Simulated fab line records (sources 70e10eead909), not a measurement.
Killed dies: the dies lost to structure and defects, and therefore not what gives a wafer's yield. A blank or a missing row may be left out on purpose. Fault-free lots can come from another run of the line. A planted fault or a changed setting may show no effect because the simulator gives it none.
Which tool did it? || flow nand_harc || 12 lots, 36 wafers sampled, at 4 steps of a route of 1302

WHAT THE GAUGES SHOWED, per wafer
NHARC_P_GATE_CD_MEAS_59 targets a cd of 720 nm. Usual: cd_nm reads 719.0 nm (standard deviation 2.3).
{"lot": "L891", "measured": "day 5 21:33", "on": "cd_sem-01", "cd_nm (nm)": "722.8 723.8 723.7", "flag": ""}
{"lot": "L892", "measured": "day 6 15:40", "on": "cd_sem-02", "cd_nm (nm)": "761.9 762.8 765.3", "flag": "OFF"}
{"lot": "L893", "measured": "day 6 16:30", "on": "cd_sem-01", "cd_nm (nm)": "718.6 721.7 723.3", "flag": ""}
{"lot": "L902", "measured": "day 10 12:35", "on": "cd_sem-01", "cd_nm (nm)": "721.2 721.7 721.4", "flag": ""}
{"lot": "L903", "measured": "day 11 16:22", "on": "cd_sem-02", "cd_nm (nm)": "720.7 717.7 718.4", "flag": ""}
{"lot": "L905", "measured": "day 11 17:04", "on": "cd_sem-03", "cd_nm (nm)": "718.0 718.4 716.2", "flag": ""}
{"lot": "L906", "measured": "day 12 03:17", "on": "cd_sem-02", "cd_nm (nm)": "719.6 716.2 718.3", "flag": ""}
{"lot": "L907", "measured": "day 12 15:11", "on": "cd_sem-03", "cd_nm (nm)": "715.9 716.4 720.2", "flag": ""}
{"lot": "L909", "measured": "day 13 11:35", "on": "cd_sem-03", "cd_nm (nm)": "717.1 715.8 715.6", "flag": ""}
{"lot": "L910", "measured": "day 14 14:25", "on": "cd_sem-02", "cd_nm (nm)": "719.7 721.3 721.8", "flag": ""}
{"lot": "L912", "measured": "day 14 20:34", "on": "cd_sem-03", "cd_nm (nm)": "715.9 716.6 717.5", "flag": ""}
{"lot": "L913", "measured": "day 15 15:58", "on": "cd_sem-03", "cd_nm (nm)": "718.1 716.0 717.9", "flag": ""}

WHICH TOOL RAN EACH LOT (tool, then ch and the chambers of the sampled wafers, then the start)
{"lot": "L891", "NHARC_P_GATE_DESCUM_31": "rie_diel-01 ch 1,2,3, day 5 07:56", "NHARC_P_GATE_STRIP_111": "plasma_asher-01 ch 0,1, day 5 20:19", "NHARC_P_GATE_EXPOSE_56": "krf_scanner-02 ch 0, day 5 21:24"}
{"lot": "L892", "NHARC_P_GATE_DESCUM_31": "rie_diel-08 ch 0,2, day 6 02:01", "NHARC_P_GATE_STRIP_111": "plasma_asher-02 ch 0,1, day 6 14:28", "NHARC_P_GATE_EXPOSE_56": "krf_scanner-03 ch 0, day 6 15:30"}
{"lot": "L893", "NHARC_P_GATE_DESCUM_31": "rie_diel-10 ch 0,1,2, day 6 02:41", "NHARC_P_GATE_STRIP_111": "plasma_asher-01 ch 0,1, day 6 15:16", "NHARC_P_GATE_EXPOSE_56": "krf_scanner-02 ch 0, day 6 16:21"}
{"lot": "L902", "NHARC_P_GATE_DESCUM_31": "rie_diel-10 ch 1,2, day 9 22:53", "NHARC_P_GATE_STRIP_111": "plasma_asher-01 ch 0,1, day 10 11:29", "NHARC_P_GATE_EXPOSE_56": "krf_scanner-03 ch 0, day 10 12:26"}
{"lot": "L903", "NHARC_P_GATE_DESCUM_31": "rie_diel-01 ch 0,1, day 11 02:52", "NHARC_P_GATE_STRIP_111": "plasma_asher-01 ch 0,1, day 11 15:11", "NHARC_P_GATE_EXPOSE_56": "krf_scanner-02 ch 0, day 11 16:13"}
{"lot": "L905", "NHARC_P_GATE_DESCUM_31": "rie_diel-08 ch 1,2, day 11 03:30", "NHARC_P_GATE_STRIP_111": "plasma_asher-01 ch 0,1, day 11 15:50", "NHARC_P_GATE_EXPOSE_56": "krf_scanner-03 ch 0, day 11 16:54"}
{"lot": "L906", "NHARC_P_GATE_DESCUM_31": "rie_diel-10 ch 2,3, day 11 13:44", "NHARC_P_GATE_STRIP_111": "plasma_asher-02 ch 0,1, day 12 02:13", "NHARC_P_GATE_EXPOSE_56": "krf_scanner-01 ch 0, day 12 03:08"}
{"lot": "L907", "NHARC_P_GATE_DESCUM_31": "rie_diel-01 ch 2,3, day 12 01:32", "NHARC_P_GATE_STRIP_111": "plasma_asher-01 ch 0,1, day 12 13:58", "NHARC_P_GATE_EXPOSE_56": "krf_scanner-03 ch 0, day 12 15:02"}
{"lot": "L909", "NHARC_P_GATE_DESCUM_31": "rie_diel-08 ch 1,2,3, day 12 22:17", "NHARC_P_GATE_STRIP_111": "plasma_asher-02 ch 0,1, day 13 10:29", "NHARC_P_GATE_EXPOSE_56": "krf_scanner-01 ch 0, day 13 11:26"}
{"lot": "L910", "NHARC_P_GATE_DESCUM_31": "rie_diel-01 ch 1,2,3, day 14 00:24", "NHARC_P_GATE_STRIP_111": "plasma_asher-02 ch 0,1, day 14 13:14", "NHARC_P_GATE_EXPOSE_56": "krf_scanner-02 ch 0, day 14 14:16"}
{"lot": "L912", "NHARC_P_GATE_DESCUM_31": "rie_diel-08 ch 0,3, day 14 06:56", "NHARC_P_GATE_STRIP_111": "plasma_asher-02 ch 0,1, day 14 19:23", "NHARC_P_GATE_EXPOSE_56": "krf_scanner-02 ch 0, day 14 20:25"}
{"lot": "L913", "NHARC_P_GATE_DESCUM_31": "rie_diel-01 ch 0,3, day 15 01:54", "NHARC_P_GATE_STRIP_111": "plasma_asher-02 ch 0,1, day 15 14:44", "NHARC_P_GATE_EXPOSE_56": "krf_scanner-03 ch 0, day 15 15:49"}
- NHARC_P_GATE_DESCUM_31: chemistry O2, time 3 s.
- NHARC_P_GATE_STRIP_111: strips in N2/H2, time 250 s.
- NHARC_P_GATE_EXPOSE_56: exposes mask P PSD, target cd 720 nm.

AS READ BY THE TOOLS THEMSELVES (means over the sampled wafers that have a number; for cases with no such wafer, the mark the record gives instead)
NHARC_P_GATE_DESCUM_31. Usual: value, then standard deviation, for each; chamber_pressure_mTorr 59.99 mTorr / 0.054; drypump_motor_current_A 5.8 A / 0.44; mfc_ar_sccm 0.011 sccm / 0.013; oes_product_au 1.002 a.u. / 0.0089; rf_vpp_V 57.8 V / 0.9; showerhead_plenum_p_Torr 1.91 Torr / 0.084; throttle_valve_pct 11.312 % / 0.0099.
{"lot": "L891", "tool": "rie_diel-01", "chamber_pressure_mTorr (mTorr)": 60.02, "drypump_motor_current_A (A)": 6.0, "mfc_ar_sccm (sccm)": 0.023, "oes_product_au (a.u.)": 0.999, "rf_vpp_V (V)": 57.5, "showerhead_plenum_p_Torr (Torr)": 1.93, "throttle_valve_pct (%)": 11.300, "flag": ""}
{"lot": "L892", "tool": "rie_diel-08", "chamber_pressure_mTorr (mTorr)": 60.03, "drypump_motor_current_A (A)": 5.7, "mfc_ar_sccm (sccm)": 0.011, "oes_product_au (a.u.)": 1.002, "rf_vpp_V (V)": 58.1, "showerhead_plenum_p_Torr (Torr)": 1.93, "throttle_valve_pct (%)": 11.311, "flag": ""}
{"lot": "L893", "tool": "rie_diel-10", "chamber_pressure_mTorr (mTorr)": 59.99, "drypump_motor_current_A (A)": 5.3, "mfc_ar_sccm (sccm)": 0.002, "oes_product_au (a.u.)": 0.994, "rf_vpp_V (V)": 57.9, "showerhead_plenum_p_Torr (Torr)": 1.92, "throttle_valve_pct (%)": 11.313, "flag": ""}
{"lot": "L902", "tool": "rie_diel-10", "chamber_pressure_mTorr (mTorr)": 59.98, "drypump_motor_current_A (A)": 5.4, "mfc_ar_sccm (sccm)": 0.002, "oes_product_au (a.u.)": 0.997, "rf_vpp_V (V)": 57.8, "showerhead_plenum_p_Torr (Torr)": 1.99, "throttle_valve_pct (%)": 11.315, "flag": ""}
{"lot": "L903", "tool": "rie_diel-01", "chamber_pressure_mTorr (mTorr)": 59.95, "drypump_motor_current_A (A)": 5.9, "mfc_ar_sccm (sccm)": 0.013, "oes_product_au (a.u.)": 1.010, "rf_vpp_V (V)": 57.6, "showerhead_plenum_p_Torr (Torr)": 1.84, "throttle_valve_pct (%)": 11.316, "flag": ""}
{"lot": "L905", "tool": "rie_diel-08", "chamber_pressure_mTorr (mTorr)": 59.94, "drypump_motor_current_A (A)": 6.2, "mfc_ar_sccm (sccm)": 0.013, "oes_product_au (a.u.)": 1.010, "rf_vpp_V (V)": 57.0, "showerhead_plenum_p_Torr (Torr)": 1.83, "throttle_valve_pct (%)": 11.313, "flag": ""}
{"lot": "L906", "tool": "rie_diel-10", "chamber_pressure_mTorr (mTorr)": 59.97, "drypump_motor_current_A (A)": 5.4, "mfc_ar_sccm (sccm)": 0.000, "oes_product_au (a.u.)": 1.003, "rf_vpp_V (V)": 58.2, "showerhead_plenum_p_Torr (Torr)": 2.05, "throttle_valve_pct (%)": 11.320, "flag": ""}
{"lot": "L907", "tool": "rie_diel-01", "chamber_pressure_mTorr (mTorr)": 59.99, "drypump_motor_current_A (A)": 6.3, "mfc_ar_sccm (sccm)": 0.010, "oes_product_au (a.u.)": 1.006, "rf_vpp_V (V)": 57.4, "showerhead_plenum_p_Torr (Torr)": 2.00, "throttle_valve_pct (%)": 11.308, "flag": ""}
{"lot": "L909", "tool": "rie_diel-08", "chamber_pressure_mTorr (mTorr)": 59.98, "drypump_motor_current_A (A)": 6.3, "mfc_ar_sccm (sccm)": 0.011, "oes_product_au (a.u.)": 1.009, "rf_vpp_V (V)": 57.0, "showerhead_plenum_p_Torr (Torr)": 1.87, "throttle_valve_pct (%)": 11.311, "flag": ""}
{"lot": "L910", "tool": "rie_diel-01", "chamber_pressure_mTorr (mTorr)": 60.00, "drypump_motor_current_A (A)": 6.0, "mfc_ar_sccm (sccm)": 0.023, "oes_product_au (a.u.)": 1.006, "rf_vpp_V (V)": 58.4, "showerhead_plenum_p_Torr (Torr)": 1.92, "throttle_valve_pct (%)": 11.317, "flag": ""}
{"lot": "L912", "tool": "rie_diel-08", "chamber_pressure_mTorr (mTorr)": 60.01, "drypump_motor_current_A (A)": 6.0, "mfc_ar_sccm (sccm)": 0.015, "oes_product_au (a.u.)": 0.992, "rf_vpp_V (V)": 58.4, "showerhead_plenum_p_Torr (Torr)": 1.96, "throttle_valve_pct (%)": 11.295, "flag": ""}
{"lot": "L913", "tool": "rie_diel-01", "chamber_pressure_mTorr (mTorr)": 60.01, "drypump_motor_current_A (A)": 6.1, "mfc_ar_sccm (sccm)": 0.010, "oes_product_au (a.u.)": 1.007, "rf_vpp_V (V)": 57.9, "showerhead_plenum_p_Torr (Torr)": 1.89, "throttle_valve_pct (%)": 11.314, "flag": ""}

NHARC_P_GATE_STRIP_111. Usual: drypump_motor_current_A 5.6 A, standard deviation 0.62; heater_power_w 93 W, standard deviation 10.
{"lot": "L891", "tool": "plasma_asher-01", "drypump_motor_current_A (A)": 5.0, "heater_power_w (W)": 98, "flag": ""}
{"lot": "L892", "tool": "plasma_asher-02", "drypump_motor_current_A (A)": 5.9, "heater_power_w (W)": 93, "flag": ""}
{"lot": "L893", "tool": "plasma_asher-01", "drypump_motor_current_A (A)": 5.1, "heater_power_w (W)": 97, "flag": ""}
{"lot": "L902", "tool": "plasma_asher-01", "drypump_motor_current_A (A)": 5.0, "heater_power_w (W)": 89, "flag": ""}
{"lot": "L903", "tool": "plasma_asher-01", "drypump_motor_current_A (A)": 5.1, "heater_power_w (W)": 98, "flag": ""}
{"lot": "L905", "tool": "plasma_asher-01", "drypump_motor_current_A (A)": 5.0, "heater_power_w (W)": 90, "flag": ""}
{"lot": "L906", "tool": "plasma_asher-02", "drypump_motor_current_A (A)": 5.9, "heater_power_w (W)": 89, "flag": ""}
{"lot": "L907", "tool": "plasma_asher-01", "drypump_motor_current_A (A)": 5.0, "heater_power_w (W)": 90, "flag": ""}
{"lot": "L909", "tool": "plasma_asher-02", "drypump_motor_current_A (A)": 6.3, "heater_power_w (W)": 91, "flag": ""}
{"lot": "L910", "tool": "plasma_asher-02", "drypump_motor_current_A (A)": 6.0, "heater_power_w (W)": 91, "flag": ""}
{"lot": "L912", "tool": "plasma_asher-02", "drypump_motor_current_A (A)": 6.0, "heater_power_w (W)": 90, "flag": ""}
{"lot": "L913", "tool": "plasma_asher-02", "drypump_motor_current_A (A)": 5.9, "heater_power_w (W)": 90, "flag": ""}

NHARC_P_GATE_EXPOSE_56. Usual: focus_offset_nm reads 0.0 nm (standard deviation 0.49).
{"lot": "L891", "tool": "krf_scanner-02", "focus_offset_nm (nm)": 0.3, "flag": ""}
{"lot": "L892", "tool": "krf_scanner-03", "focus_offset_nm (nm)": -0.3, "flag": ""}
{"lot": "L893", "tool": "krf_scanner-02", "focus_offset_nm (nm)": -0.2, "flag": ""}
{"lot": "L902", "tool": "krf_scanner-03", "focus_offset_nm (nm)": 0.7, "flag": ""}
{"lot": "L903", "tool": "krf_scanner-02", "focus_offset_nm (nm)": 0.3, "flag": ""}
{"lot": "L905", "tool": "krf_scanner-03", "focus_offset_nm (nm)": -0.4, "flag": ""}
{"lot": "L906", "tool": "krf_scanner-01", "focus_offset_nm (nm)": -0.1, "flag": ""}
{"lot": "L907", "tool": "krf_scanner-03", "focus_offset_nm (nm)": 0.5, "flag": ""}
{"lot": "L909", "tool": "krf_scanner-01", "focus_offset_nm (nm)": 0.0, "flag": ""}
{"lot": "L910", "tool": "krf_scanner-02", "focus_offset_nm (nm)": 0.4, "flag": ""}
{"lot": "L912", "tool": "krf_scanner-02", "focus_offset_nm (nm)": -0.3, "flag": ""}
{"lot": "L913", "tool": "krf_scanner-03", "focus_offset_nm (nm)": 0.5, "flag": ""}

THE ANSWER, worked out from the rows above alone
Rule: lot off if the mean of its wafers having a number is beyond 3 standard deviations from the usual mean. Also off: a lot with no number at a reading for which 4 or more lots have one. Where the step has rows for the other lots, those lots are counted as sound. The gauges are gone through in route order, then the tools' own readings, and for those a lot's mean is taken as printed above. The first step at which some lot is off is used, and at that step the reading that is off furthest; a lot without a number counts as furthest.
Off, at NHARC_P_GATE_CD_MEAS_59 on cd_nm: L892.
If a tool, at a process step before that reading, ran all the lots that are off and no sound lot after the first of them, it fits. Those tools and the gauges at NHARC_P_GATE_CD_MEAS_59 are tried in the same way. No candidate that was tried fits.

WHAT THE SIMULATOR PUT IN
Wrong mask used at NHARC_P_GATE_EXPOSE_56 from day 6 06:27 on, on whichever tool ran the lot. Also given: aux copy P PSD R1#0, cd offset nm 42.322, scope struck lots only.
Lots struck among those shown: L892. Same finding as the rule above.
